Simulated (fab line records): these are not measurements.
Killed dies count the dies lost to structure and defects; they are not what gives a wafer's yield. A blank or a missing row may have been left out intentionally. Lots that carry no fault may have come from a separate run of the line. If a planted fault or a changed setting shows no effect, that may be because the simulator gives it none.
Which tool did it? | flow nandHarc | Sampling: 24 lots, 72 wafers, 5 of 1302 route steps

== WHAT THE GAUGES READ, wafer by wafer ==
NHARC_P_M0_INSPECT_11. Usual: rawDefectCount at 4.5, with a standard deviation of 2.8.
lot  | measured     | on               | rawDefectCount | flag
L074 | day 5 21:45  | defectInspect-02 | 4 4 2          | 
L075 | day 6 17:42  | defectInspect-02 | 4 2 2          | 
L076 | day 6 17:59  | defectInspect-01 | 6 13 8         | 
L077 | day 7 10:47  | defectInspect-01 | 7 5 4          | 
L078 | day 7 14:43  | defectInspect-02 | 3 3 5          | 
L079 | day 8 07:02  | defectInspect-01 | 4 2 3          | 
L080 | day 8 16:54  | defectInspect-01 | 3 3 1          | 
L081 | day 9 06:14  | defectInspect-01 | 6 4 7          | 
L082 | day 9 12:21  | defectInspect-02 | 2 3 5          | 
L083 | day 10 08:26 | defectInspect-01 | 10 6 5         | 
L085 | day 10 15:36 | defectInspect-01 | 7 9 8          | 
L084 | day 10 16:07 | defectInspect-01 | 7 6 6          | 
L086 | day 11 06:24 | defectInspect-01 | 1 4 4          | 
L087 | day 11 09:05 | defectInspect-01 | 2 2 3          | 
L088 | day 12 04:01 | defectInspect-02 | 1 3 3          | 
L089 | day 12 04:30 | defectInspect-01 | 8 9 8          | 
L090 | day 12 15:59 | defectInspect-02 | 4 2 6          | 
L091 | day 13 05:07 | defectInspect-02 | 0 1 2          | 
L092 | day 13 11:28 | defectInspect-02 | 5 2 4          | 
L093 | day 13 21:19 | defectInspect-02 | 6 10 5         | 
L094 | day 14 08:43 | defectInspect-02 | 6 6 4          | 
L095 | day 14 23:34 | defectInspect-01 | 5 2 3          | 
L096 | day 15 02:27 | defectInspect-01 | 8 2 1          | 
L097 | day 15 14:24 | defectInspect-01 | 6 4 2          | 

NHARC_P_M0_CD_MEAS_16. Usual: cdNm at 89.9 nm, with a standard deviation of 0.77.
lot  | measured     | on       | cdNm (nm)      | flag
L074 | day 5 22:20  | cdSem-02 | 89.3 90.3 90.1 | 
L075 | day 6 18:49  | cdSem-02 | 89.5 89.1 89.9 | 
L076 | day 6 18:20  | cdSem-02 | 89.2 88.9 90.6 | 
L077 | day 7 11:16  | cdSem-01 | 90.0 89.4 89.4 | 
L078 | day 7 15:05  | cdSem-03 | 90.8 90.8 90.6 | 
L079 | day 8 07:51  | cdSem-01 | 89.2 90.3 89.0 | 
L080 | day 8 17:16  | cdSem-01 | 90.6 89.8 89.4 | 
L081 | day 9 06:36  | cdSem-02 | 90.4 89.8 88.7 | 
L082 | day 9 12:43  | cdSem-03 | 90.5 90.4 89.0 | 
L083 | day 10 08:50 | cdSem-02 | 90.2 89.6 89.3 | 
L085 | day 10 15:58 | cdSem-01 | 89.9 88.3 90.3 | 
L084 | day 10 16:35 | cdSem-03 | 89.7 90.0 91.1 | 
L086 | day 11 06:50 | cdSem-03 | 89.4 89.6 90.1 | 
L087 | day 11 09:31 | cdSem-02 | 88.2 89.3 88.2 | 
L088 | day 12 04:22 | cdSem-02 | 90.0 89.3 89.1 | 
L089 | day 12 04:55 | cdSem-01 | 90.5 88.5 88.6 | 
L090 | day 12 16:21 | cdSem-02 | 90.4 91.0 90.1 | 
L091 | day 13 05:28 | cdSem-03 | 89.6 90.0 88.2 | 
L092 | day 13 11:50 | cdSem-02 | 90.4 89.9 90.3 | 
L093 | day 13 21:40 | cdSem-03 | 90.2 90.5 90.1 | 
L094 | day 14 09:08 | cdSem-01 | 90.4 90.6 90.0 | 
L095 | day 14 23:55 | cdSem-02 | 90.3 91.1 90.5 | 
L096 | day 15 02:49 | cdSem-01 | 89.8 89.6 90.5 | 
L097 | day 15 14:48 | cdSem-02 | 90.1 89.7 91.4 | 

NHARC_P_M0_THK_MEAS_24: measures by xrf. Usual: thkNm at 117.6 nm, with a standard deviation of 1.4.
lot  | measured     | on           | thkNm (nm)        | flag
L074 | day 6 00:20  | filmMetro-01 | 117.2 117.6 119.7 | 
L075 | day 6 21:08  | filmMetro-02 | 119.0 115.7 118.2 | 
L076 | day 6 20:22  | filmMetro-02 | 117.4 119.9 119.4 | 
L077 | day 7 13:16  | filmMetro-02 | 118.8 118.0 115.4 | 
L078 | day 7 17:05  | filmMetro-02 | 118.3 118.7 118.3 | 
L079 | day 8 09:51  | filmMetro-01 | 117.5 116.6 121.0 | 
L080 | day 8 19:17  | filmMetro-02 | 118.7 120.8 117.7 | 
L081 | day 9 08:37  | filmMetro-01 | 119.6 119.3 117.7 | 
L082 | day 9 14:44  | filmMetro-02 | 116.9 118.6 116.7 | 
L083 | day 10 10:55 | filmMetro-02 | 119.1 116.9 116.9 | 
L085 | day 10 17:59 | filmMetro-01 | 116.6 116.6 117.8 | 
L084 | day 10 18:36 | filmMetro-01 | 119.1 119.2 119.3 | 
L086 | day 11 08:51 | filmMetro-02 | 114.1 115.8 117.8 | 
L087 | day 11 11:45 | filmMetro-02 | 117.9 117.8 118.1 | 
L088 | day 12 06:25 | filmMetro-02 | 118.0 118.1 117.9 | 
L089 | day 12 06:56 | filmMetro-02 | 118.0 117.5 117.9 | 
L090 | day 12 18:22 | filmMetro-02 | 119.3 115.9 118.2 | 
L091 | day 13 07:29 | filmMetro-01 | 117.6 120.3 116.6 | 
L092 | day 13 13:50 | filmMetro-01 | 118.7 117.6 117.6 | 
L093 | day 13 23:42 | filmMetro-01 | 118.0 118.2 116.3 | 
L094 | day 14 11:08 | filmMetro-01 | 117.8 116.8 118.7 | 
L095 | day 15 01:56 | filmMetro-01 | 116.3 117.5 114.9 | 
L096 | day 15 05:25 | filmMetro-02 | 115.9 116.2 113.2 | 
L097 | day 15 17:01 | filmMetro-01 | 117.0 114.1 115.6 | 

== TOOL THAT RAN EACH LOT (tool first, then ch and the chambers of the sampled wafers, then the start) ==
lot  | NHARC_P_CONTACT_ETCH_36                      | NHARC_P_M0_PRE_CLEAN_29
L074 | rieDiel-06 ch 2,3, day 5 21:45 or earlier    | pvdSputter-03, day 6 00:20 or earlier
L075 | rieDiel-02 ch 0,2,3, day 6 17:42 or earlier  | pvdSputter-03, day 6 21:08 or earlier
L076 | rieDiel-13 ch 0,1, day 6 17:59 or earlier    | pvdSputter-01, day 6 20:22 or earlier
L077 | rieDiel-02 ch 0,1,2, day 7 10:47 or earlier  | pvdSputter-03, day 7 13:16 or earlier
L078 | rieDiel-13 ch 1,3, day 7 14:43 or earlier    | pvdSputter-03, day 7 17:05 or earlier
L079 | rieDiel-06 ch 2,3, day 8 07:02 or earlier    | pvdSputter-01, day 8 09:51 or earlier
L080 | rieDiel-06 ch 0,3, day 8 16:54 or earlier    | pvdSputter-01, day 8 19:17 or earlier
L081 | rieDiel-13 ch 1,2, day 9 06:14 or earlier    | pvdSputter-03, day 9 08:37 or earlier
L082 | rieDiel-13 ch 0,1,2, day 9 12:21 or earlier  | pvdSputter-03, day 9 14:44 or earlier
L083 | rieDiel-06 ch 1,3, day 10 08:26 or earlier   | pvdSputter-02, day 10 10:55 or earlier
L085 | rieDiel-02 ch 0,1,3, day 10 15:36 or earlier | pvdSputter-03, day 10 17:59 or earlier
L084 | rieDiel-13 ch 0,1,2, day 10 16:07 or earlier | pvdSputter-02, day 10 18:36 or earlier
L086 | rieDiel-02 ch 0,1, day 11 06:24 or earlier   | pvdSputter-01, day 11 08:51 or earlier
L087 | rieDiel-06 ch 0,1,2, day 11 09:05 or earlier | pvdSputter-01, day 11 11:45 or earlier
L088 | rieDiel-06 ch 0,2,3, day 12 04:01 or earlier | pvdSputter-02, day 12 06:25 or earlier
L089 | rieDiel-02 ch 0,3, day 12 04:30 or earlier   | pvdSputter-01, day 12 06:56 or earlier
L090 | rieDiel-02 ch 0,1, day 12 15:59 or earlier   | pvdSputter-03, day 12 18:22 or earlier
L091 | rieDiel-02 ch 1,2,3, day 13 05:07 or earlier | pvdSputter-02, day 13 07:29 or earlier
L092 | rieDiel-06 ch 1,2,3, day 13 11:28 or earlier | pvdSputter-02, day 13 13:50 or earlier
L093 | rieDiel-13 ch 0,1,3, day 13 21:19 or earlier | pvdSputter-02, day 13 23:42 or earlier
L094 | rieDiel-13 ch 0,2,3, day 14 08:43 or earlier | pvdSputter-01, day 14 11:08 or earlier
L095 | rieDiel-13 ch 0,2,3, day 14 23:34 or earlier | pvdSputter-01, day 15 01:56 or earlier
L096 | rieDiel-06 ch 1,2,3, day 15 02:27 or earlier | pvdSputter-03, day 15 05:25 or earlier
L097 | rieDiel-06 ch 1,2,3, day 15 14:24 or earlier | pvdSputter-02, day 15 17:01 or earlier
- NHARC_P_CONTACT_ETCH_36: etches the open film in N2/H2, target depth 260 nm, time 406.25 s.
- NHARC_P_M0_PRE_CLEAN_29: time 30 s.

== WHAT THE TOOLS THEMSELVES READ (means of the sampled wafers that have a number; where no wafer has one, the mark that the record gives instead) ==
NHARC_P_CONTACT_ETCH_36. Usual: drypumpMotorCurrentA 5.6 A, standard deviation 0.44; oesProductAu 0.999 a.u., standard deviation 0.0091; rfVppV 431.4 V, standard deviation 2.8; showerheadPlenumPTorr 2.07 Torr, standard deviation 0.096; throttleValvePct 14.171 %, standard deviation 0.0085.
lot  | tool       | drypumpMotorCurrentA (A) | oesProductAu (a.u.) | rfVppV (V) | showerheadPlenumPTorr (Torr) | throttleValvePct (%) | flag
L074 | rieDiel-06 | 5.8                      | 1.008               | 432.6      | 2.11                         | 14.165               | 
L075 | rieDiel-02 | 5.6                      | 1.000               | 432.1      | 2.11                         | 14.174               | 
L076 | rieDiel-13 | 5.6                      | 0.998               | 428.8      | 1.97                         | 14.172               | 
L077 | rieDiel-02 | 5.4                      | 1.012               | 432.0      | 2.10                         | 14.179               | 
L078 | rieDiel-13 | 5.6                      | 0.999               | 433.1      | 2.14                         | 14.172               | 
L079 | rieDiel-06 | 6.0                      | 0.992               | 431.4      | 2.07                         | 14.171               | 
L080 | rieDiel-06 | 5.7                      | 0.998               | 427.9      | 1.94                         | 14.168               | 
L081 | rieDiel-13 | 5.4                      | 1.004               | 433.3      | 2.14                         | 14.169               | 
L082 | rieDiel-13 | 5.6                      | 0.994               | 430.7      | 2.06                         | 14.160               | 
L083 | rieDiel-06 | 5.2                      | 1.005               | 430.9      | 2.04                         | 14.167               | 
L085 | rieDiel-02 | 5.6                      | 1.000               | 431.2      | 2.07                         | 14.164               | 
L084 | rieDiel-13 | 5.6                      | 0.988               | 430.9      | 2.06                         | 14.169               | 
L086 | rieDiel-02 | 5.5                      | 0.999               | 431.2      | 2.06                         | 14.179               | 
L087 | rieDiel-06 | 5.3                      | 1.005               | 430.3      | 2.04                         | 14.167               | 
L088 | rieDiel-06 | 5.8                      | 0.997               | 430.3      | 2.02                         | 14.180               | 
L089 | rieDiel-02 | 5.4                      | 1.005               | 431.3      | 2.08                         | 14.165               | 
L090 | rieDiel-02 | 5.5                      | 0.998               | 430.6      | 2.06                         | 14.174               | 
L091 | rieDiel-02 | 5.8                      | 1.004               | 432.4      | 2.10                         | 14.171               | 
L092 | rieDiel-06 | 5.5                      | 0.997               | 432.8      | 2.08                         | 14.169               | 
L093 | rieDiel-13 | 5.7                      | 0.991               | 430.8      | 2.07                         | 14.175               | 
L094 | rieDiel-13 | 5.8                      | 0.994               | 432.0      | 2.08                         | 14.177               | 
L095 | rieDiel-13 | 5.8                      | 0.988               | 432.8      | 2.08                         | 14.171               | 
L096 | rieDiel-06 | 5.5                      | 1.003               | 431.6      | 2.08                         | 14.165               | 
L097 | rieDiel-06 | 5.5                      | 1.001               | 431.8      | 2.08                         | 14.175               | 

NHARC_P_M0_PRE_CLEAN_29. Usual: heaterPowerW at 402 W, with a standard deviation of 47.
lot  | tool          | heaterPowerW (W) | flag
L074 | pvdSputter-03 | 422              | 
L075 | pvdSputter-03 | 414              | 
L076 | pvdSputter-01 | 411              | 
L077 | pvdSputter-03 | 442              | 
L078 | pvdSputter-03 | 438              | 
L079 | pvdSputter-01 | 377              | 
L080 | pvdSputter-01 | 367              | 
L081 | pvdSputter-03 | 475              | 
L082 | pvdSputter-03 | 462              | 
L083 | pvdSputter-02 | 340              | 
L085 | pvdSputter-03 | 429              | 
L084 | pvdSputter-02 | 335              | 
L086 | pvdSputter-01 | 402              | 
L087 | pvdSputter-01 | 393              | 
L088 | pvdSputter-02 | 335              | 
L089 | pvdSputter-01 | 389              | 
L090 | pvdSputter-03 | 429              | 
L091 | pvdSputter-02 | 377              | 
L092 | pvdSputter-02 | 369              | 
L093 | pvdSputter-02 | 356              | 
L094 | pvdSputter-01 | 402              | 
L095 | pvdSputter-01 | 397              | 
L096 | pvdSputter-03 | 418              | 
L097 | pvdSputter-02 | 351              | 

== THE ANSWER, worked out from the rows above alone ==
Rule: lot off if the mean of its wafers having a number is beyond 3 standard deviations from the usual mean. Also off: a lot with no number at a reading for which 4 or more lots have one. All remaining lots with rows at the step are treated as sound. After the gauges, taken in route order, come the tools' own readings; for these a lot's mean is taken, as printed above. At the first step where some lot is off, the reading lying furthest off is the one used; lots without a number count as furthest.
None of the lots is off at any reading shown; this tells nothing.

== WHAT THE SIMULATOR HAD PUT IN ==
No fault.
